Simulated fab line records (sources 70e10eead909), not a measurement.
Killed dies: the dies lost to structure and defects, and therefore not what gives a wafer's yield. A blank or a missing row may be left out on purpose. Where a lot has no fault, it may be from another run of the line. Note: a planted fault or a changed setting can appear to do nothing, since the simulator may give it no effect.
fab line records ; flow nand-harc
record: lots: 13; wafers: 39; last-day: 24
route steps=1159 shown A_BLC@993 A_M0@1005 END@1159
lots that met no fault: taken from a fault-free run of the same line
start-h: start of the lot's first displayed wafer, in hours after the record's first day ; wait-h: hours since the lot's step before ; " unchanged from the row above ; L1.1+2: several wafers, shown together as one row ; - either no value or no given start ; * or withheld: withheld ; < > ~ a bound
route shown NAME@n: names a module that has steps shown in the file, with the first one's number in the route ; usual: mean and standard deviation over wafers with no fault ; same: alike in all rows ; chamber/n: place in a boat ; sites: the reading at each site ; _std_site: their standard deviation ; _edge_site: mean of outer sites minus mean of inner sites ; radius-mm: how far each site lies from the wafer's centre ; mask NAME#n: copy n ; behind: tool/chamber where the wafer was last shaped ; hold: cause of the lot's hold/its duration in hours/its outcome ; device: whichever transistor did not switch (one of n, p or np) ; end of line: the tests these same wafers got at the end of their route ; for a step that has no rows: nothing shown but its recipe ; killed: at the first sort, the dies lost to defects and structure; wafer yield is something else ; map: dies across one wafer; x = killed, . = not, _ = none there
set.NAME: the setting as run; set.NAME@STEP: as run at that earlier step ; model.NAME: the simulator's own value behind a step, which no gauge read
a sample of lots followed through the steps of the route, with each step as a table and each wafer as a row
services: a tool's chamber out of use, with start hour (start-h, from the record's first day; less than 0 if before it), hours out, and reason
== steps ==
step: NHARC_A_BLC_INSPECT_28
usual: raw-defect-count: 400/99
lot.wafer;tool;chamber;start-h;wait-h;raw-defect-count
L227.2;defect-inspect-01;-;399.30;0.1;505
L227.3;defect-inspect-01;-;399.30;0.1;400
L227.5;defect-inspect-01;-;399.30;0.1;321
L228.2;defect-inspect-02;-;404.06;0.1;234
L228.3;defect-inspect-02;-;404.06;0.1;342
L228.4;defect-inspect-02;-;404.06;0.1;389
L229.4;defect-inspect-01;-;405.23;0.1;329
L229.5;defect-inspect-01;-;405.23;0.1;341
L229.6;defect-inspect-01;-;405.23;0.1;323
L234.2;defect-inspect-01;-;431.86;0.1;278
L234.4;defect-inspect-01;-;431.86;0.1;388
L234.5;defect-inspect-01;-;431.86;0.1;309
L235.3;defect-inspect-02;-;435.47;0.1;519
L235.5;defect-inspect-02;-;435.47;0.1;497
L235.6;defect-inspect-02;-;435.47;0.1;287
L236.1;defect-inspect-01;-;450.88;0.1;531
L236.5;defect-inspect-01;-;450.88;0.1;487
L236.6;defect-inspect-01;-;450.88;0.1;397
L237.4;defect-inspect-01;-;454.60;0.1;339
L237.5;defect-inspect-01;-;454.60;0.1;556
L237.6;defect-inspect-01;-;454.60;0.1;417
L240.1;defect-inspect-02;-;465.16;0.1;322
L240.4;defect-inspect-02;-;465.16;0.1;371
L240.5;defect-inspect-02;-;465.16;0.1;474
L242.3;defect-inspect-02;-;490.45;0.1;328
L242.4;defect-inspect-02;-;490.45;0.1;292
L242.5;defect-inspect-02;-;490.45;0.1;295
L243.1;defect-inspect-01;-;496.07;0.1;309
L243.5;defect-inspect-01;-;496.07;0.1;319
L243.6;defect-inspect-01;-;496.07;0.1;321
L244.1;defect-inspect-02;-;496.49;0.1;438
L244.3;defect-inspect-02;-;496.49;0.1;380
L244.4;defect-inspect-02;-;496.49;0.1;418
L248.1;defect-inspect-01;-;517.32;0.1;385
L248.2;defect-inspect-01;-;517.32;0.1;596
L248.4;defect-inspect-01;-;517.32;0.1;371
L250.3;defect-inspect-02;-;531.32;0.1;451
L250.5;defect-inspect-02;-;531.32;0.1;539
L250.6;defect-inspect-02;-;531.32;0.1;715
step: NHARC_A_M0_OVL_MEAS_10
recipe: pitch-nm: 160
usual: overlay-x-nm: -0.1/0.75; overlay-y-nm: 0.1/0.81
lot.wafer;tool;chamber;start-h;wait-h;overlay-x-nm;overlay-y-nm
L227.2;overlay-02;-;400.29;-;-1.3;0.5
L227.3;overlay-02;-;400.29;-;-1.5;0.6
L227.5;overlay-02;-;400.29;-;-1.0;-0.2
L228.2;overlay-01;-;405.06;-;-0.2;-0.6
L228.3;overlay-01;-;405.06;-;-0.6;-0.8
L228.4;overlay-01;-;405.06;-;0.2;-0.8
L229.4;overlay-02;-;406.22;-;1.2;-1.9
L229.5;overlay-02;-;406.22;-;1.2;-1.6
L229.6;overlay-02;-;406.22;-;0.7;-0.9
L234.2;overlay-01;-;432.86;-;-0.3;0.3
L234.4;overlay-01;-;432.86;-;0.2;0.2
L234.5;overlay-01;-;432.86;-;0.2;-0.1
L235.3;overlay-02;-;436.46;-;0.2;1.5
L235.5;overlay-02;-;436.46;-;-0.3;1.6
L235.6;overlay-02;-;436.46;-;0.1;1.2
L236.1;overlay-01;-;452.26;-;-0.1;0.0
L236.5;overlay-01;-;452.26;-;0.6;-0.5
L236.6;overlay-01;-;452.26;-;-0.1;-0.3
L237.4;overlay-02;-;455.59;-;-1.3;-0.2
L237.5;overlay-02;-;455.59;-;-0.8;-0.2
L237.6;overlay-02;-;455.59;-;-1.3;0.2
L240.1;overlay-01;-;466.02;-;0.3;0.7
L240.4;overlay-01;-;466.02;-;0.1;0.5
L240.5;overlay-01;-;466.02;-;0.1;0.5
L242.3;overlay-01;-;491.43;-;0.5;0.5
L242.4;overlay-01;-;491.43;-;0.9;0.5
L242.5;overlay-01;-;491.43;-;0.8;0.1
L243.1;overlay-02;-;497.47;-;-0.8;-0.8
L243.5;overlay-02;-;497.47;-;-0.9;-0.3
L243.6;overlay-02;-;497.47;-;-0.5;-0.8
L244.1;overlay-01;-;497.67;-;0.1;-0.1
L244.3;overlay-01;-;497.67;-;-0.4;0.7
L244.4;overlay-01;-;497.67;-;-0.4;0.5
L248.1;overlay-01;-;518.21;-;-0.6;1.9
L248.2;overlay-01;-;518.21;-;-0.3;2.0
L248.4;overlay-01;-;518.21;-;-0.3;1.8
L250.3;overlay-01;-;532.33;-;-0.3;-0.7
L250.5;overlay-01;-;532.33;-;-0.1;-0.8
L250.6;overlay-01;-;532.33;-;-0.2;-0.3
step: NHARC_A_M0_ANNEAL_30
recipe: temp-c: 225; time-s: 90
usual: anneal-temp-c: 225.00/0.19; anneal-temp-c-max: 226.3/0.44; wafer_temp_C_max: 226.08/0.27
lot.wafer;tool;chamber;start-h;wait-h;anneal-temp-c;anneal-temp-c-max;wafer_temp_C_max
L227.2;rtp-anneal-02;0;402.41;0.4;224.82;225.8;226.29
L227.3;rtp-anneal-02;0;402.41;0.4;224.82;225.7;226.43
L227.5;rtp-anneal-02;0;402.41;0.4;224.94;225.6;226.25
L228.2;rtp-anneal-01;0;406.92;0.4;225.19;226.8;226.24
L228.3;rtp-anneal-01;0;406.92;0.4;225.01;226.5;226.02
L228.4;rtp-anneal-01;0;406.92;0.4;225.25;227.1;225.92
L229.4;rtp-anneal-01;0;408.16;0.3;225.01;226.4;225.76
L229.5;rtp-anneal-01;0;408.16;0.3;224.90;226.6;225.89
L229.6;rtp-anneal-01;0;408.16;0.3;225.43;227.0;226.33
L234.2;rtp-anneal-01;0;434.80;0.4;224.79;226.4;226.09
L234.4;rtp-anneal-01;0;434.80;0.4;224.74;226.4;226.36
L234.5;rtp-anneal-01;0;434.80;0.4;224.75;225.8;226.00
L235.3;rtp-anneal-02;0;438.50;0.5;225.06;226.0;226.12
L235.5;rtp-anneal-02;0;438.50;0.5;224.98;225.8;225.91
L235.6;rtp-anneal-02;0;438.50;0.5;225.08;226.2;225.78
L236.1;rtp-anneal-01;0;454.10;0.3;224.96;226.6;226.25
L236.5;rtp-anneal-01;0;454.10;0.3;225.12;226.8;226.27
L236.6;rtp-anneal-01;0;454.10;0.3;225.07;226.8;226.15
L237.4;rtp-anneal-01;0;457.55;0.4;224.76;226.4;226.31
L237.5;rtp-anneal-01;0;457.55;0.4;224.71;226.8;225.95
L237.6;rtp-anneal-01;0;457.55;0.4;224.85;226.3;226.06
L240.1;rtp-anneal-01;0;467.78;-;225.03;226.6;226.10
L240.4;rtp-anneal-01;0;467.78;-;224.74;226.4;225.95
L240.5;rtp-anneal-01;0;467.78;-;224.57;226.2;226.14
L242.3;rtp-anneal-02;-;493.28;-;-;-;-
L242.4;rtp-anneal-02;-;493.28;-;-;-;-
L242.5;rtp-anneal-02;-;493.28;-;-;-;-
L243.1;rtp-anneal-02;-;499.21;-;-;-;-
L243.5;rtp-anneal-02;-;499.21;-;-;-;-
L243.6;rtp-anneal-02;-;499.21;-;-;-;-
L244.1;rtp-anneal-01;-;499.52;-;-;-;-
L244.3;rtp-anneal-01;-;499.52;-;-;-;-
L244.4;rtp-anneal-01;-;499.52;-;-;-;-
L248.1;rtp-anneal-02;0;520.02;0.3;224.96;225.8;226.57
L248.2;rtp-anneal-02;0;520.02;0.3;224.89;225.8;226.03
L248.4;rtp-anneal-02;0;520.02;0.3;225.18;226.1;225.90
L250.3;rtp-anneal-02;0;534.44;0.4;225.09;226.0;225.90
L250.5;rtp-anneal-02;0;534.44;0.4;224.94;225.6;225.99
L250.6;rtp-anneal-02;0;534.44;0.4;224.78;225.8;225.77
step: NHARC_A_M0_CMP_23
recipe: t-overpolish-s: 20; target-thk-nm: 113.75
usual: motor-current-A: 12.0/1; time-to-endpoint-s: 29/3.1
lot.wafer;tool;chamber;start-h;wait-h;motor-current-A;time-to-endpoint-s
L227.2;cmp-02;0;402.77;-;11.4;29
L227.3;cmp-02;1;402.77;-;11.1;29
L227.5;cmp-02;2;402.77;-;14.2;28
L228.3;cmp-02;0;407.22;-;11.8;25
L228.2;cmp-02;1;407.22;-;11.3;28
L228.4;cmp-02;2;407.22;-;13.8;27
L229.4;cmp-02;3;408.40;-;11.0;29
L229.6;cmp-02;1;408.40;-;11.2;28
L229.5;cmp-02;2;408.40;-;12.2;27
L234.4;cmp-03;1;435.10;-;12.7;34
L234.2;cmp-03;3;435.10;-;10.8;32
L234.5;cmp-03;2;435.10;-;13.5;29
L235.3;cmp-03;2;438.74;-;13.9;29
L235.5;cmp-03;2;438.74;-;13.6;33
L235.6;cmp-03;3;438.74;-;10.4;36
L236.1;cmp-04;1;454.51;-;13.1;26
L236.6;cmp-04;3;454.51;-;12.1;28
L236.5;cmp-04;0;454.51;-;12.7;27
L237.4;cmp-02;0;457.82;-;11.1;27
L237.5;cmp-02;1;457.82;-;11.5;31
L237.6;cmp-02;2;457.82;-;12.8;26
L240.1;cmp-02;1;468.13;-;10.9;26
L240.4;cmp-02;0;468.13;-;11.5;25
L240.5;cmp-02;1;468.13;-;11.5;26
L242.3;cmp-03;0;493.52;-;11.0;33
L242.4;cmp-03;3;493.52;-;10.0;35
L242.5;cmp-03;0;493.52;-;10.7;31
L243.1;cmp-02;3;499.62;-;11.5;31
L243.5;cmp-02;1;499.62;-;11.6;24
L243.6;cmp-02;2;499.62;-;13.4;25
L244.3;cmp-03;3;499.87;-;10.7;35
L244.1;cmp-03;0;499.87;-;10.0;34
L244.4;cmp-03;2;499.87;-;13.9;31
L248.4;cmp-04;1;520.36;-;12.7;31
L248.1;cmp-04;2;520.36;-;12.1;31
L248.2;cmp-04;3;520.36;-;12.4;32
L250.3;cmp-02;1;534.77;-;11.5;26
L250.5;cmp-02;2;534.77;-;13.0;30
L250.6;cmp-02;3;534.77;-;11.1;29
step: NHARC_END_SORT_01
recipe: temp-c: 25
usual: defect-limited-yield: 95.3/1.6; killed-at-array: 27/12; killed-at-other: 0.8/1; killed-at-periphery: 4.0/2.5; killed-dies: 32/11; killed-open: 3.3/1.8; killed-short: 2.0/1.5; sort_bin_2_pct: 1.5/0.59; sort_bin_3_pct: 0.27/0.22; sort_bin_4_pct: 3.0/1.1; sort-n-pass: 645/11; sort-rim-yield-pct: 95.6/2.7; sort-yield-pct: 95.3/1.6
same: gross-dies: 677; sort_bin_5_pct[%]: 0; sort_bin_6_pct[%]: 0; sort_bin_7_pct[%]: 0; sort_bin_8_pct[%]: 0; sort-rim-n-gross: 106.00
lot.wafer;tool;chamber;start-h;wait-h;defect-limited-yield[%];killed-at-array;killed-at-other;killed-at-periphery;killed-dies;killed-open;killed-short;sort_bin_2_pct[%];sort_bin_3_pct[%];sort_bin_4_pct[%];sort-n-pass;sort-rim-yield-pct[%];sort-yield-pct[%]
L227.2;prober-02;0;444.54;2.8;95.4;24;0;7;31;4;2;1.0;0.44;3.1;646;98.1;95.4
L227.3;prober-02;0;445.34;3.1;96.9;18;0;3;21;1;2;1.3;0.15;1.6;656;93.4;96.9
L227.5;prober-02;0;446.95;3.7;97.2;14;0;5;19;2;3;0.9;0.15;1.8;658;96.2;97.2
L229.4;prober-02;0;454.03;3.5;96.9;19;1;1;21;7;1;0.9;0;2.2;656;97.2;96.9
L229.5;prober-02;0;454.85;3.8;96.8;14;0;8;22;5;1;1.5;0.30;1.5;655;98.1;96.8
L229.6;prober-02;0;455.66;4.1;95.1;31;0;2;33;5;1;1.8;0.30;2.8;644;98.1;95.1
L228.2;prober-02;0;460.31;2.8;97.6;13;0;3;16;1;3;1.3;0;1.0;661;97.2;97.6
L228.3;prober-02;0;461.10;3.1;97.0;13;0;7;20;4;1;0.6;0.30;2.1;657;95.3;97.0
L228.4;prober-02;0;461.90;3.4;97.3;11;1;6;18;4;3;0.4;0.15;2.1;659;100.0;97.3
L234.2;prober-01;0;472.94;2.8;93.4;40;2;3;45;3;3;1.8;0.44;4.4;632;94.3;93.4
L234.4;prober-01;0;474.54;3.4;96.0;26;1;0;27;1;0;0.9;0.15;3.0;650;91.5;96.0
L234.5;prober-01;0;475.34;3.7;95.1;26;2;5;33;2;4;2.1;0;2.8;644;94.3;95.1
L235.3;prober-02;0;477.94;3.1;95.9;21;3;4;28;5;1;1.3;0.30;2.5;649;97.2;95.9
L235.5;prober-02;0;479.56;3.7;95.9;19;2;7;28;2;0;1.8;0.15;2.2;649;98.1;95.9
L235.6;prober-02;0;480.37;4.0;95.4;21;0;10;31;2;2;1.5;0.15;3.0;646;93.4;95.4
L236.1;prober-02;0;496.45;2.5;95.7;26;1;2;29;5;2;1.0;0.44;2.8;648;98.1;95.7
L236.5;prober-02;0;499.62;3.7;95.4;29;0;2;31;5;2;1.2;0.30;3.1;646;98.1;95.4
L236.6;prober-02;0;500.41;4.0;96.0;23;2;2;27;5;2;1.3;0.30;2.4;650;97.2;96.0
L237.4;prober-01;0;499.66;3.4;95.3;24;0;8;32;5;2;1.6;0.44;2.7;645;91.5;95.3
L237.5;prober-01;0;500.47;3.7;94.7;28;0;8;36;2;1;2.4;0;3.0;641;93.4;94.7
L237.6;prober-01;0;501.29;4.1;94.8;29;0;6;35;5;3;1.2;0.30;3.7;642;97.2;94.8
L240.1;prober-01;0;507.74;2.5;97.6;15;0;1;16;1;1;0.3;0.15;1.9;661;100.0;97.6
L240.4;prober-01;0;510.10;3.4;95.3;29;0;3;32;3;2;2.1;0.30;2.4;645;99.1;95.3
L240.5;prober-01;0;510.88;3.6;98.4;9;0;2;11;3;1;0.3;0;1.3;666;100.0;98.4
L243.1;prober-02;0;533.11;2.5;93.5;38;1;5;44;5;0;3.8;0.15;2.5;633;80.2;93.5
L243.5;prober-02;0;536.35;3.7;92.2;40;1;12;53;4;5;5.6;0.15;2.1;624;83.0;92.2
L243.6;prober-02;0;537.16;4.1;93.8;38;0;4;42;3;1;4.3;0.30;1.6;635;82.1;93.8
L244.1;prober-01;0;543.91;2.5;90.5;60;1;3;64;6;1;5.5;0.44;3.5;613;93.4;90.5
L244.3;prober-01;0;545.52;3.1;87.3;84;0;2;86;5;0;7.1;0.30;5.3;591;88.7;87.3
L244.4;prober-01;0;546.32;3.4;88.9;73;0;2;75;3;1;5.5;0.15;5.5;602;89.6;88.9
L248.1;prober-01;0;559.59;2.5;95.0;34;0;0;34;1;1;1.5;0.44;3.1;643;95.3;95.0
L248.2;prober-01;0;560.38;2.8;95.6;26;3;1;30;3;1;1.3;0;3.1;647;96.2;95.6
L248.4;prober-01;0;561.97;3.4;93.5;39;1;4;44;5;2;2.2;0.30;4.0;633;94.3;93.5
L250.3;prober-02;0;574.30;3.1;96.3;14;2;9;25;4;0;1.0;0;2.7;652;94.3;96.3
L250.5;prober-02;0;575.92;3.7;95.7;20;3;6;29;2;2;1.3;0;3.0;648;99.1;95.7
L250.6;prober-02;0;576.74;4.1;97.0;11;2;7;20;3;0;1.5;0.15;1.3;657;96.2;97.0
killed by level:class
L227.2 A_SLIT:chamber-film-flake=13 P_CONTACT:chamber-film-flake=4 A_CHANNEL_HOLE_D1:chamber-film-flake=3 A_WL_FILL:chamber-film-flake=2 A_CONTACT:chamber-film-flake=2 P_GATE:geometric-particle:open=1 P_M0:geometric-particle:open=1 A_CHANNEL_FILL_D1:geometric-particle:short=1
L227.3 A_SLIT:chamber-film-flake=8 A_CONTACT:chamber-film-flake=4 A_STAIRCASE:chamber-film-flake=2 P_STI:geometric-particle:short=1 A_ONON_D1:geometric-particle:open=1 A_CHANNEL_FILL_D1:geometric-particle:short=1 P_CONTACT:chamber-film-flake=1 P_BONDPAD:chamber-film-flake=1
L227.5 P_BONDPAD:chamber-film-flake=3 A_SLIT:chamber-film-flake=3 A_WL_FILL:chamber-film-flake=3 A_WL_FILL:geometric-particle:open=2 A_CHANNEL_HOLE_D1:chamber-film-flake=2 A_CONTACT:chamber-film-flake=2 P_M0:geometric-particle:short=1 A_SGD_CUT:geometric-particle:short=1
L229.4 A_SLIT:chamber-film-flake=5 A_CONTACT:geometric-particle:open=4 A_CHANNEL_HOLE_D1:chamber-film-flake=4 A_CHANNEL_HOLE_D1:geometric-particle:short=1 A_WL_FILL:geometric-particle:open=1 A_M0:geometric-particle:open=1 STARTING-WAFER:geometric-particle:open=1 A_STAIRCASE:chamber-film-flake=1
L229.5 A_SLIT:chamber-film-flake=8 P_CONTACT:chamber-film-flake=3 A_CHANNEL_HOLE_D1:chamber-film-flake=2 A_STAIRCASE:chamber-film-flake=2 P_STI:geometric-particle:open=1 P_GATE:geometric-particle:short=1 P_CONTACT:geometric-particle:open=1 P_M0:geometric-particle:open=1
L229.6 A_SLIT:chamber-film-flake=13 A_M0:geometric-particle:open=3 A_CHANNEL_HOLE_D1:chamber-film-flake=3 A_STAIRCASE:chamber-film-flake=3 A_CONTACT:chamber-film-flake=3 A_M0:chamber-film-flake=2 P_STI:geometric-particle:open=1 A_SOURCE_PLATE:geometric-particle:short=1
L228.2 A_SGD_CUT:geometric-particle:short=2 P_BONDPAD:chamber-film-flake=2 A_ZERO_WELL:chamber-film-flake=2 A_CHANNEL_HOLE_D1:chamber-film-flake=2 A_STAIRCASE:chamber-film-flake=2 A_SGD_CUT:chamber-film-flake=2 P_M2:geometric-particle:open=1 A_ONON_D1:geometric-particle:short=1
L228.3 P_BONDPAD:chamber-film-flake=5 A_ZERO_WELL:chamber-film-flake=3 A_CONTACT:geometric-particle:open=2 A_CHANNEL_HOLE_D1:chamber-film-flake=2 A_SGD_CUT:chamber-film-flake=2 P_CONTACT:geometric-particle:open=1 P_M0:geometric-particle:open=1 A_SOURCE_PLATE:geometric-particle:short=1
L228.4 P_BONDPAD:chamber-film-flake=4 A_WL_FILL:geometric-particle:short=2 A_WL_FILL:chamber-film-flake=2 P_STI:geometric-particle:open=1 P_CONTACT:geometric-particle:open=1 A_CHANNEL_FILL_D1:geometric-particle:open=1 A_STAIRCASE:geometric-particle:open=1 STARTING-WAFER:geometric-particle:short=1
L234.2 A_CHANNEL_HOLE_D1:chamber-film-flake=23 A_STAIRCASE:chamber-film-flake=10 P_GATE:chamber-film-flake=2 THIN_TSV:chamber-film-flake=2 A_ONON_D1:geometric-particle:short=1 A_CHANNEL_HOLE_D1:geometric-particle:open=1 A_SGD_CUT:geometric-particle:short=1 A_WL_FILL:geometric-particle:short=1
L234.4 A_CHANNEL_HOLE_D1:chamber-film-flake=9 A_STAIRCASE:chamber-film-flake=9 A_CONTACT:chamber-film-flake=5 A_BLC:geometric-particle:open=1 A_ZERO_WELL:chamber-film-flake=1 A_SLIT:chamber-film-flake=1 THIN_TSV:chamber-film-flake=1
L234.5 A_CHANNEL_HOLE_D1:chamber-film-flake=10 A_STAIRCASE:chamber-film-flake=6 P_GATE:chamber-film-flake=4 A_CONTACT:chamber-film-flake=4 A_CONTACT:geometric-particle:open=2 A_CHANNEL_HOLE_D1:geometric-particle:short=1 A_WL_FILL:geometric-particle:short=1 A_CONTACT:geometric-particle:short=1
L235.3 A_SLIT:chamber-film-flake=8 A_CHANNEL_HOLE_D1:chamber-film-flake=3 A_STAIRCASE:chamber-film-flake=3 A_CONTACT:geometric-particle:open=2 P_GATE:chamber-film-flake=2 THIN_TSV:chamber-film-flake=2 P_CONTACT:geometric-particle:open=1 A_SOURCE_PLATE:geometric-particle:open=1
L235.5 A_SLIT:chamber-film-flake=10 A_STAIRCASE:chamber-film-flake=3 A_M1:chamber-film-flake=3 P_M0:geometric-particle:open=2 P_STI:chamber-film-flake=2 P_GATE:chamber-film-flake=2 A_CHANNEL_HOLE_D1:chamber-film-flake=2 THIN_TSV:chamber-film-flake=2
L235.6 A_SLIT:chamber-film-flake=9 P_GATE:chamber-film-flake=6 A_STAIRCASE:chamber-film-flake=6 A_M0:geometric-particle:short=2 P_ZERO_WELL:chamber-film-flake=2 A_CHANNEL_HOLE_D1:chamber-film-flake=2 P_CONTACT:geometric-particle:open=1 P_M0:geometric-particle:open=1
L236.1 A_SLIT:chamber-film-flake=10 A_CHANNEL_HOLE_D1:chamber-film-flake=7 A_CONTACT:geometric-particle:open=4 A_CONTACT:chamber-film-flake=2 P_CONTACT:geometric-particle:short=1 A_SGD_CUT:geometric-particle:short=1 P_M1:chamber-film-flake=1 STARTING-WAFER:geometric-particle:open=1
L236.5 A_SLIT:chamber-film-flake=7 A_CONTACT:chamber-film-flake=6 A_WL_FILL:chamber-film-flake=4 A_CONTACT:geometric-particle:open=3 A_CHANNEL_HOLE_D1:chamber-film-flake=3 P_STI:chamber-film-flake=2 A_ONON_D1:geometric-particle:open=1 A_SGD_CUT:geometric-particle:short=1
L237.4 A_SLIT:chamber-film-flake=12 A_CHANNEL_HOLE_D1:chamber-film-flake=3 A_CONTACT:chamber-film-flake=3 P_ZERO_WELL:chamber-film-flake=2 P_M2:chamber-film-flake=2 A_STAIRCASE:chamber-film-flake=2 P_CONTACT:geometric-particle:open=1 P_M0:geometric-particle:open=1
L236.6 A_SLIT:chamber-film-flake=6 A_CHANNEL_HOLE_D1:chamber-film-flake=5 A_CONTACT:chamber-film-flake=3 P_CONTACT:geometric-particle:open=2 A_SOURCE_PLATE:geometric-particle:open=2 A_STAIRCASE:chamber-film-flake=2 A_WL_FILL:chamber-film-flake=2 THIN_TSV:chamber-film-flake=2
L237.5 A_SLIT:chamber-film-flake=14 P_ZERO_WELL:chamber-film-flake=5 A_CHANNEL_HOLE_D1:chamber-film-flake=3 A_SGD_CUT:chamber-film-flake=3 A_CONTACT:chamber-film-flake=3 P_M2:chamber-film-flake=2 A_ONON_D1:geometric-particle:short=1 A_CHANNEL_FILL_D1:geometric-particle:open=1
L237.6 A_SLIT:chamber-film-flake=10 A_CONTACT:chamber-film-flake=6 A_CHANNEL_HOLE_D1:chamber-film-flake=4 P_ZERO_WELL:chamber-film-flake=3 A_CHANNEL_FILL_D1:geometric-particle:short=2 P_GATE:geometric-particle:short=1 P_CONTACT:geometric-particle:open=1 A_CHANNEL_FILL_D1:geometric-particle:open=1
L240.1 A_CHANNEL_HOLE_D1:chamber-film-flake=5 A_CONTACT:chamber-film-flake=4 A_BLC:chamber-film-flake=3 A_STAIRCASE:geometric-particle:open=1 A_CONTACT:geometric-particle:short=1 P_GATE:chamber-film-flake=1 A_STAIRCASE:chamber-film-flake=1
L240.4 A_CHANNEL_HOLE_D1:chamber-film-flake=8 A_STAIRCASE:chamber-film-flake=8 A_BLC:chamber-film-flake=7 P_M0:geometric-particle:open=1 P_M0:geometric-particle:short=1 A_SGD_CUT:geometric-particle:short=1 A_WL_FILL:geometric-particle:open=1 A_CONTACT:geometric-particle:open=1
L240.5 A_CHANNEL_HOLE_D1:chamber-film-flake=5 A_M1:geometric-particle:open=2 P_GATE:chamber-film-flake=2 A_SGD_CUT:geometric-particle:short=1 A_BLC:geometric-particle:open=1
L243.1 A_M0:area-anneal=21 A_CHANNEL_HOLE_D1:chamber-film-flake=6 A_CONTACT:chamber-film-flake=5 A_CONTACT:geometric-particle:open=3 P_ZERO_WELL:chamber-film-flake=2 P_GATE:chamber-film-flake=2 P_CONTACT:geometric-particle:open=1 A_WL_FILL:geometric-particle:open=1
L243.5 A_M0:area-anneal=27 A_CHANNEL_HOLE_D1:chamber-film-flake=6 P_M0:chamber-film-flake=5 P_CONTACT:geometric-particle:open=2 A_STAIRCASE:geometric-particle:short=2 P_ZERO_WELL:chamber-film-flake=2 A_WL_FILL:chamber-film-flake=2 P_GATE:geometric-particle:short=1
L243.6 A_M0:area-anneal=26 A_CHANNEL_HOLE_D1:chamber-film-flake=5 A_CONTACT:chamber-film-flake=3 P_CONTACT:geometric-particle:open=2 A_WL_FILL:chamber-film-flake=2 P_GATE:geometric-particle:short=1 A_CONTACT:geometric-particle:open=1 P_ZERO_WELL:chamber-film-flake=1
L244.1 A_M0:area-anneal=22 A_CHANNEL_HOLE_D1:chamber-film-flake=20 A_SLIT:chamber-film-flake=11 A_WL_FILL:geometric-particle:open=2 P_CONTACT:geometric-particle:open=1 P_M0:geometric-particle:open=1 A_CHANNEL_FILL_D1:geometric-particle:open=1 A_M0:geometric-particle:open=1
L244.3 A_M0:area-anneal=33 A_CHANNEL_HOLE_D1:chamber-film-flake=20 A_SLIT:chamber-film-flake=17 A_CONTACT:chamber-film-flake=6 A_M0:geometric-particle:open=4 A_STAIRCASE:chamber-film-flake=3 A_CONTACT:geometric-particle:open=1 P_M0:chamber-film-flake=1
L244.4 A_CHANNEL_HOLE_D1:chamber-film-flake=25 A_M0:area-anneal=24 A_SLIT:chamber-film-flake=17 A_CONTACT:geometric-particle:open=2 A_STAIRCASE:chamber-film-flake=2 A_CONTACT:chamber-film-flake=2 P_M2:geometric-particle:open=1 A_M0:geometric-particle:short=1
L248.1 A_CONTACT:chamber-film-flake=10 A_CHANNEL_HOLE_D1:chamber-film-flake=8 A_SLIT:chamber-film-flake=8 A_STAIRCASE:chamber-film-flake=6 A_CONTACT:geometric-particle:open=1 A_M0:geometric-particle:short=1
L248.2 A_SLIT:chamber-film-flake=12 A_CHANNEL_HOLE_D1:chamber-film-flake=4 A_STAIRCASE:chamber-film-flake=2 A_WL_FILL:chamber-film-flake=2 A_CONTACT:chamber-film-flake=2 THIN_TSV:chamber-film-flake=2 A_WL_FILL:geometric-particle:short=1 A_CONTACT:geometric-particle:open=1
L248.4 A_SLIT:chamber-film-flake=16 A_CONTACT:chamber-film-flake=9 A_CHANNEL_HOLE_D1:chamber-film-flake=5 A_STAIRCASE:chamber-film-flake=4 A_M1:chamber-film-flake=2 P_STI:geometric-particle:short=1 P_GATE:geometric-particle:short=1 P_M0:geometric-particle:open=1
L250.3 P_M1:chamber-film-flake=6 A_CHANNEL_HOLE_D1:chamber-film-flake=5 A_CONTACT:chamber-film-flake=5 A_ONON_D1:geometric-particle:open=2 P_STI:chamber-film-flake=2 THIN_TSV:chamber-film-flake=2 P_CONTACT:geometric-particle:open=1 A_M0:geometric-particle:open=1
L250.5 A_CHANNEL_HOLE_D1:chamber-film-flake=6 A_CONTACT:chamber-film-flake=5 P_M1:chamber-film-flake=4 A_STAIRCASE:chamber-film-flake=4 THIN_TSV:chamber-film-flake=3 A_CONTACT:geometric-particle:short=2 P_STI:chamber-film-flake=2 A_M0:geometric-particle:open=1
L250.6 P_M1:chamber-film-flake=6 A_CHANNEL_HOLE_D1:chamber-film-flake=4 A_STAIRCASE:chamber-film-flake=2 THIN_TSV:chamber-film-flake=2 P_GATE:geometric-particle:open=1 A_WL_FILL:geometric-particle:open=1 A_BLC:geometric-particle:open=1 A_CHANNEL_FILL_D1:chamber-film-flake=1
== services ==
tool;chamber;start-h;hours;kind
cmp-03;-;380.21;-;consumable-replace:conditioner
cmp-03;-;380.21;-;consumable-replace:pad
cmp-04;-;399.16;4.0;pm
cmp-02;-;422.69;4.0;pm
cmp-02;-;426.69;-;consumable-replace:conditioner
cmp-02;-;426.69;-;consumable-replace:pad
cmp-02;-;449.29;1.1;repair
cmp-03;-;456.54;0.5;repair
cmp-02;-;472.17;1.2;repair
cmp-03;-;474.21;4.0;pm
cmp-03;-;478.21;-;consumable-replace:conditioner
cmp-03;-;478.21;-;consumable-replace:pad
cmp-04;-;497.16;4.0;pm
cmp-04;-;501.16;-;consumable-replace:conditioner
cmp-04;-;501.16;-;consumable-replace:pad
cmp-02;-;520.69;4.0;pm
rtp-anneal-02;-;523.08;2.3;repair
cmp-02;-;524.69;-;consumable-replace:conditioner
cmp-02;-;524.69;-;consumable-replace:pad
== key ==
first-sign: step: NHARC_A_M0_ANNEAL_30; reading: tool-record; direction: missing
effect: step: NHARC_END_SORT_01; reading: sort_bin_2_pct; direction: up; sigmas: 6.4; usual: 1.5; struck: 5.3
met-at NHARC_A_M0_ANNEAL_30
struck-lots L242,L243,L244
sort-left-out L242.3,L242.4,L242.5
not-acting-at NHARC_A_BLC_INSPECT_28,NHARC_A_M0_OVL_MEAS_10,NHARC_A_M0_CMP_23
onset-between 467.78 493.28
fault: kind: skipped-step-whole; tool: rtp-anneal-01,rtp-anneal-02; chamber: -; onset-h: 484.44; steps: NHARC_A_M0_ANNEAL_30; scope: struck-lots-only
sort-left-out: the simulated sort isn't trusted on such a fault, so these wafers' sort isn't shown, and their yield isn't known
